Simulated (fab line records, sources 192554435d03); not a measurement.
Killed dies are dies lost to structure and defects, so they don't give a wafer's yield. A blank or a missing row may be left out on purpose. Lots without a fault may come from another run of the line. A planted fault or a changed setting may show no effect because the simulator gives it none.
Chamber matching | flow n5_finfet | N5_BEOL_M4_ILD_DEP_00 on pecvd-03: 3 sister chambers
The step deposits SiOC from DEMS/O2, target thk 79 nm, time 15.3 s. 6 wafers are shown with their chamber, then 12 later ones without.

WAFERS WITH THEIR CHAMBER
wafer  | chamber | showerhead_plenum_p_Torr (Torr) | throttle_valve_pct (%)
L087.2 | 1       | 5.673                           | 12.4
L087.4 | 0       | 5.692                           | 12.2
L087.6 | 2       | 5.687                           | 11.4
L091.1 | 2       | 5.677                           | 11.3
L091.2 | 1       | 5.661                           | 12.1
L091.3 | 0       | 5.689                           | 12.5

WAFERS WITHOUT THEIR CHAMBER
wafer  | showerhead_plenum_p_Torr (Torr) | throttle_valve_pct (%)
L090.3 | 5.680                           | 12.3
L090.5 | 5.659                           | 12.2
L090.6 | 5.696                           | 12.3
L094.1 | 5.690                           | 11.0
L094.5 | 5.685                           | 12.3
L094.6 | 5.683                           | 12.3
L082.1 | 5.663                           | 12.2
L082.3 | 5.681                           | 11.0
L082.6 | 5.685                           | 11.1
L097.3 | 5.700                           | 12.3
L097.4 | 5.680                           | 12.4
L097.5 | 5.686                           | 11.6

WHICH CHAMBER EACH WENT THROUGH
wafer  | from the rows above     | in truth
L090.3 | can't be placed: 0 or 1 | 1
L090.5 | 1                       | 1
L090.6 | 0                       | 0
L094.1 | 2                       | 2
L094.5 | can't be placed: 0 or 1 | 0
L094.6 | can't be placed: 0 or 1 | 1
L082.1 | 1                       | 1
L082.3 | 2                       | 2
L082.6 | 2                       | 2
L097.3 | 0                       | 0
L097.4 | can't be placed: 0 or 1 | 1
L097.5 | 2                       | 2
Placed correctly: 8 of 12. Can't be placed from these rows: 4 (the true chamber is among the candidates in 4). Placed wrongly: 0.
How it was worked out, from the rows above alone: a wafer's distance from a chamber is the root of the sum, over the readings, of the square of ((its reading less the chamber's mean) divided by the reading's scatter). The wafer belongs to the nearest chamber; if the next one is less than 2 further off, it can't be placed. A chamber's mean is the mean of its shown wafers. The scatter: the root of (the sum of the squares of (reading less its chamber's mean) over the shown wafers, divided by (wafers less chambers)).
